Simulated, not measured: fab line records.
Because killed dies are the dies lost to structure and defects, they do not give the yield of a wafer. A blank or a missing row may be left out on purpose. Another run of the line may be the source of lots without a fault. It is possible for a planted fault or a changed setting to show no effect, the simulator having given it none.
Chamber matching	flow n5 finfet	N5_BEOL_M0_SAQP_ETCH_83 on rie diel-01: 4 sister chambers
The step etches SiARC in CF4, target depth 39 nm, time 65 s. 8 wafers are shown with their chamber, then 8 later ones without.

WAFERS PAIRED WITH THEIR CHAMBERS
wafer	chamber	drypump motor current A (A)	throttle valve pct (%)
L075.6	3	6.3	15.68
L083.1	0	5.9	15.99
L085.4	3	6.3	15.71
L085.5	1	5.5	16.16
L086.1	1	5.6	16.17
L086.2	0	5.9	16.03
L086.3	2	5.4	15.57
L094.2	2	5.4	15.61

WAFERS WITH NO CHAMBER GIVEN
wafer	drypump motor current A (A)	throttle valve pct (%)
L094.5	5.5	16.20
L094.6	5.9	16.04
L095.1	5.4	15.60
L095.2	5.9	16.06
L095.3	6.3	15.74
L096.1	5.6	16.20
L096.2	5.4	15.60
L096.6	5.9	16.05

WHICH CHAMBER EACH WENT THROUGH
wafer	from the rows above	in truth
L094.5	1	1
L094.6	0	0
L095.1	2	2
L095.2	0	0
L095.3	3	3
L096.1	1	1
L096.2	2	2
L096.6	0	0
Correctly placed: 8 of 8. Left unplaced by these rows: 0. 0 placed wrongly.
How it was worked out, from the rows above alone: a wafer's distance from a chamber is the root of the sum, over the readings, of the square of ((its reading less the chamber's mean) divided by the reading's scatter). The wafer belongs to the nearest chamber; if the next one is less than 2 further off, it can't be placed. For every chamber, the mean is computed from those of its wafers that are shown. The scatter: the root of (the sum of the squares of (reading less its chamber's mean) over the shown wafers, divided by (wafers less chambers)).
